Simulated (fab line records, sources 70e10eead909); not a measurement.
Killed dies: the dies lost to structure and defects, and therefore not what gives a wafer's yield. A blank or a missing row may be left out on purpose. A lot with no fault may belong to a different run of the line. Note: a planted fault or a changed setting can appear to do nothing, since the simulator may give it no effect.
Which tool was responsible? / flow nand harc / 14 lots with 38 wafers sampled at 6 steps, on a route of 1302 steps

## WHAT THE GAUGES SHOWED, per wafer
NHARC_P_M2_CD_MEAS_09: the cd target is 170 nm.
lot=L463; measured=day 6 06:02; on=cd sem-03; cd nm (nm)=170.3 170.8 170.0
lot=L465; measured=day 7 02:22; on=cd sem-03; cd nm (nm)=169.7 169.3 169.7
lot=L464; measured=day 7 02:52; on=cd sem-03; cd nm (nm)=169.9 170.6 170.0
lot=L467; measured=day 7 22:49; on=cd sem-03; cd nm (nm)=169.8 169.4 170.1
lot=L468; measured=day 8 15:27; on=cd sem-03; cd nm (nm)=170.4 170.6 169.2
lot=L469; measured=day 9 01:17; on=cd sem-01; cd nm (nm)=170.3 169.7 170.7
lot=L471; measured=day 9 20:29; on=cd sem-01; cd nm (nm)=170.1 170.1 169.8
lot=L472; measured=day 10 16:38; on=cd sem-01; cd nm (nm)=169.1 168.3 169.7
lot=L477; measured=day 12 12:05; on=cd sem-01; cd nm (nm)=168.9
lot=L479; measured=day 13 00:05; on=cd sem-03; cd nm (nm)=168.9
lot=L481; measured=day 13 19:28; on=cd sem-02; cd nm (nm)=169.6 170.3 169.6
lot=L482; measured=day 14 05:49; on=cd sem-01; cd nm (nm)=171.3 170.8 170.2
lot=L484; measured=day 15 07:38; on=cd sem-03; cd nm (nm)=170.9 171.9 171.3
lot=L486; measured=day 15 22:34; on=cd sem-01; cd nm (nm)=169.8 169.7 169.5

NHARC_P_BONDPAD_THK_MEAS_33: measures by ellipsometry.
lot=L463; measured=day 6 10:04; on=film metro-02; thk nm (nm)=200.2 200.7 200.9
lot=L465; measured=day 7 06:21; on=film metro-02; thk nm (nm)=201.3 200.5 201.0
lot=L464; measured=day 7 07:14; on=film metro-01; thk nm (nm)=199.8 203.1 200.9
lot=L467; measured=day 8 02:49; on=film metro-02; thk nm (nm)=198.2 201.1 199.6
lot=L468; measured=day 8 19:29; on=film metro-01; thk nm (nm)=201.0 200.6 200.1
lot=L469; measured=day 9 05:38; on=film metro-01; thk nm (nm)=199.4 202.2 201.1
lot=L471; measured=day 10 00:29; on=film metro-02; thk nm (nm)=203.1 201.1 199.8
lot=L472; measured=day 10 20:53; on=film metro-01; thk nm (nm)=201.1 199.1 199.1
lot=L477; measured=day 12 16:05; on=film metro-02; thk nm (nm)=141.9 141.1
lot=L479; measured=day 13 04:06; on=film metro-01; thk nm (nm)=138.3 137.4
lot=L481; measured=day 13 23:28; on=film metro-01; thk nm (nm)=199.2 202.7 200.5
lot=L482; measured=day 14 09:47; on=film metro-02; thk nm (nm)=201.0 203.2 202.2
lot=L484; measured=day 15 11:37; on=film metro-02; thk nm (nm)=203.1 200.4 199.8
lot=L486; measured=day 16 02:37; on=film metro-01; thk nm (nm)=201.5 200.9 200.2

NHARC_P_BONDPAD_CD_MEAS_09: the cd target is 500 nm.
lot=L463; measured=day 6 10:38; on=cd sem-01; cd nm (nm)=502.4 503.2 504.2
lot=L465; measured=day 7 06:55; on=cd sem-03; cd nm (nm)=499.5 503.4 500.0
lot=L464; measured=day 7 07:49; on=cd sem-01; cd nm (nm)=500.6 496.9 499.7
lot=L467; measured=day 8 03:23; on=cd sem-03; cd nm (nm)=499.0 496.0 496.9
lot=L468; measured=day 8 20:03; on=cd sem-02; cd nm (nm)=503.3 501.6 502.1
lot=L469; measured=day 9 06:12; on=cd sem-03; cd nm (nm)=500.7 498.9 500.7
lot=L471; measured=day 10 01:03; on=cd sem-02; cd nm (nm)=498.5 497.6 500.9
lot=L472; measured=day 10 21:19; on=cd sem-01; cd nm (nm)=499.3 503.2 502.2
lot=L477; measured=day 12 18:22; on=cd sem-02; cd nm (nm)=498.6
lot=L479; measured=day 13 08:25; on=cd sem-02; cd nm (nm)=503.0
lot=L481; measured=day 14 00:02; on=cd sem-02; cd nm (nm)=501.6 499.8 499.9
lot=L482; measured=day 14 10:22; on=cd sem-03; cd nm (nm)=499.4 501.1 503.3
lot=L484; measured=day 15 12:04; on=cd sem-03; cd nm (nm)=499.9 503.3 500.6
lot=L486; measured=day 16 03:05; on=cd sem-01; cd nm (nm)=498.3 500.6 500.6

NHARC_END_SORT_01.
lot=L464; measured=day 25 06:32; on=prober-01; defect limited yield (%)=89 87 91; killed at array=68 86 61; killed at other=1 0 0; killed at periphery=5 2 2; killed dies=74 88 63; killed open=3 4 3; killed short=2 0 0
lot=L467; measured=day 25 18:00; on=prober-01; defect limited yield (%)=90 89 89; killed at array=64 70 71; killed at other=1 2 1; killed at periphery=4 2 5; killed dies=69 74 77; killed open=5 5 1; killed short=3 1 1
lot=L468; measured=day 26 22:52; on=prober-02; defect limited yield (%)=91 90 90; killed at array=51 62 62; killed at other=0 0 2; killed at periphery=8 7 4; killed dies=59 69 68; killed open=3 6 2; killed short=1 1 1
lot=L469; measured=day 27 09:59; on=prober-01; defect limited yield (%)=92 92 93; killed at array=48 50 50; killed at other=0 0 0; killed at periphery=4 3 0; killed dies=52 53 50; killed open=4 1 3; killed short=2 3 0
lot=L471; measured=day 28 01:53; on=prober-01; defect limited yield (%)=96 95 95; killed at array=23 29 22; killed at other=2 4 3; killed at periphery=2 1 10; killed dies=27 34 35; killed open=2 3 3; killed short=2 5 5
lot=L472; measured=day 29 15:52; on=prober-01; defect limited yield (%)=97 95 97; killed at array=14 30 15; killed at other=0 1 2; killed at periphery=5 6 2; killed dies=19 37 19; killed open=0 9 2; killed short=1 4 1
lot=L477; measured=day 30 10:51; on=prober-02; defect limited yield (%)=90; killed at array=64; killed at other=0; killed at periphery=6; killed dies=70; killed open=3; killed short=2
lot=L479; measured=day 30 08:11; on=prober-01; defect limited yield (%)=89; killed at array=73; killed at other=0; killed at periphery=4; killed dies=77; killed open=3; killed short=2
lot=L481; measured=day 32 00:08; on=prober-01; defect limited yield (%)=93 95 95; killed at array=42 34 30; killed at other=1 1 0; killed at periphery=5 1 4; killed dies=48 36 34; killed open=7 2 3; killed short=1 5 3

## EACH LOT AND THE TOOL THAT RAN IT (in order: tool; ch and the chambers of the sampled wafers; start)
lot=L463; NHARC_P_M2_DEP_33=pecvd-01 ch 0,2, day 6 08:59; NHARC_P_BONDPAD_DEP_00=pecvd-02 ch 0,1,2, day 6 09:24
lot=L465; NHARC_P_M2_DEP_33=pecvd-04 ch 0,1,2, day 7 05:17; NHARC_P_BONDPAD_DEP_00=pecvd-02 ch 0,1, day 7 05:42
lot=L464; NHARC_P_M2_DEP_33=pecvd-01 ch 0,1,2, day 7 06:16; NHARC_P_BONDPAD_DEP_00=pecvd-01 ch 0,1, day 7 06:40
lot=L467; NHARC_P_M2_DEP_33=pecvd-04 ch 0,2, day 8 01:47; NHARC_P_BONDPAD_DEP_00=pecvd-02 ch 0,2, day 8 02:10
lot=L468; NHARC_P_M2_DEP_33=pecvd-04 ch 0,1,2, day 8 18:32; NHARC_P_BONDPAD_DEP_00=pecvd-02 ch 0,1,2, day 8 18:57
lot=L469; NHARC_P_M2_DEP_33=pecvd-02 ch 0,1,2, day 9 04:34; NHARC_P_BONDPAD_DEP_00=pecvd-04 ch 0,2, day 9 04:58
lot=L471; NHARC_P_M2_DEP_33=pecvd-01 ch 0,1,2, day 9 23:27; NHARC_P_BONDPAD_DEP_00=pecvd-02 ch 0,1, day 9 23:52
lot=L472; NHARC_P_M2_DEP_33=pecvd-01 ch 0,2, day 10 19:49; NHARC_P_BONDPAD_DEP_00=pecvd-04 ch 0,1, day 10 20:13
lot=L477; NHARC_P_M2_DEP_33=pecvd-02 ch 0, day 12 15:15; NHARC_P_BONDPAD_DEP_00=pecvd-02 ch 1, day 12 15:37
lot=L479; NHARC_P_M2_DEP_33=pecvd-04 ch 1, day 13 03:15; NHARC_P_BONDPAD_DEP_00=pecvd-02 ch 2, day 13 03:37
lot=L481; NHARC_P_M2_DEP_33=pecvd-02 ch 0,2, day 13 22:24; NHARC_P_BONDPAD_DEP_00=pecvd-04 ch 0,1, day 13 22:49
lot=L482; NHARC_P_M2_DEP_33=pecvd-02 ch 0,1,2, day 14 08:43; NHARC_P_BONDPAD_DEP_00=pecvd-04 ch 0,1, day 14 09:08
lot=L484; NHARC_P_M2_DEP_33=pecvd-02 ch 0,1,2, day 15 10:33; NHARC_P_BONDPAD_DEP_00=pecvd-01 ch 0,1,2, day 15 10:58
lot=L486; NHARC_P_M2_DEP_33=pecvd-04 ch 1,2, day 16 01:35; NHARC_P_BONDPAD_DEP_00=pecvd-02 ch 0,1, day 16 01:58
- NHARC_P_M2_DEP_33: deposits SiCN, target thk 30 nm.
- NHARC_P_BONDPAD_DEP_00: deposits SiCN, target thk 250 nm.

## WHAT THE TOOLS THEMSELVES READ (means of the sampled wafers that have a number; where no wafer has one, the mark that the record gives instead)
NHARC_P_M2_DEP_33.
lot=L463; tool=pecvd-01; heater power w (W)=563; rf fwd power W (W)=449.7
lot=L465; tool=pecvd-04; heater power w (W)=568; rf fwd power W (W)=448.2
lot=L464; tool=pecvd-01; heater power w (W)=589; rf fwd power W (W)=448.6
lot=L467; tool=pecvd-04; heater power w (W)=514; rf fwd power W (W)=449.5
lot=L468; tool=pecvd-04; heater power w (W)=510; rf fwd power W (W)=448.4
lot=L469; tool=pecvd-02; heater power w (W)=624; rf fwd power W (W)=448.3
lot=L471; tool=pecvd-01; heater power w (W)=570; rf fwd power W (W)=448.9
lot=L472; tool=pecvd-01; heater power w (W)=537; rf fwd power W (W)=448.5
lot=L477; tool=pecvd-02; heater power w (W)=552; rf fwd power W (W)=448.5
lot=L479; tool=pecvd-04; heater power w (W)=598; rf fwd power W (W)=449.2
lot=L481; tool=pecvd-02; heater power w (W)=585; rf fwd power W (W)=447.6
lot=L482; tool=pecvd-02; heater power w (W)=619; rf fwd power W (W)=447.9
lot=L484; tool=pecvd-02; heater power w (W)=556; rf fwd power W (W)=448.9
lot=L486; tool=pecvd-04; heater power w (W)=583; rf fwd power W (W)=448.9

NHARC_P_BONDPAD_DEP_00.
lot=L463; tool=pecvd-02; heater power w (W)=576; rf fwd power W (W)=449.2
lot=L465; tool=pecvd-02; heater power w (W)=566; rf fwd power W (W)=448.6
lot=L464; tool=pecvd-01; heater power w (W)=506; rf fwd power W (W)=448.8
lot=L467; tool=pecvd-02; heater power w (W)=595; rf fwd power W (W)=448.5
lot=L468; tool=pecvd-02; heater power w (W)=585; rf fwd power W (W)=450.4
lot=L469; tool=pecvd-04; heater power w (W)=542; rf fwd power W (W)=450.5
lot=L471; tool=pecvd-02; heater power w (W)=563; rf fwd power W (W)=449.6
lot=L472; tool=pecvd-04; heater power w (W)=611; rf fwd power W (W)=449.4
lot=L477; tool=pecvd-02; heater power w (W)=560; rf fwd power W (W)=447.8
lot=L479; tool=pecvd-02; heater power w (W)=556; rf fwd power W (W)=448.3
lot=L481; tool=pecvd-04; heater power w (W)=555; rf fwd power W (W)=448.4
lot=L482; tool=pecvd-04; heater power w (W)=640; rf fwd power W (W)=449.0
lot=L484; tool=pecvd-01; heater power w (W)=541; rf fwd power W (W)=447.8
lot=L486; tool=pecvd-02; heater power w (W)=545; rf fwd power W (W)=450.0

## THE ANSWER, worked out from the rows above alone
Rule: the lots themselves supply what counts as usual. The widest of any qualifying gaps counts: lots, ordered by their means at a reading, are off when they make up no more than a third of the lots, leave a main group of 4 or more, and stand apart from it by 3 or more times the standard deviation of that group's means. A main group is skipped when, at the precision printed for the reading in the tables above, its means are all equal. Also off: a lot with no number at a reading for which 4 or more lots have one. Where the step has rows for the other lots, those lots are counted as sound. Order of review: gauges by route order, followed by the tools' own readings, for which a lot's mean as printed above is used. At the first step where some lot is off, the reading lying furthest off is the one used; lots without a number count as furthest.
Off: L477, L479, at NHARC_P_BONDPAD_THK_MEAS_33 (thk nm). For the main group the mean is 200.8 nm and the standard deviation 0.64.
If a tool, at a process step before that reading, ran all the lots that are off and no sound lot after the first of them, it fits. The gauges at NHARC_P_BONDPAD_THK_MEAS_33 are tried like those tools. Not one of the candidates tried fits.

## WHAT HAD BEEN PUT IN BY THE SIMULATOR
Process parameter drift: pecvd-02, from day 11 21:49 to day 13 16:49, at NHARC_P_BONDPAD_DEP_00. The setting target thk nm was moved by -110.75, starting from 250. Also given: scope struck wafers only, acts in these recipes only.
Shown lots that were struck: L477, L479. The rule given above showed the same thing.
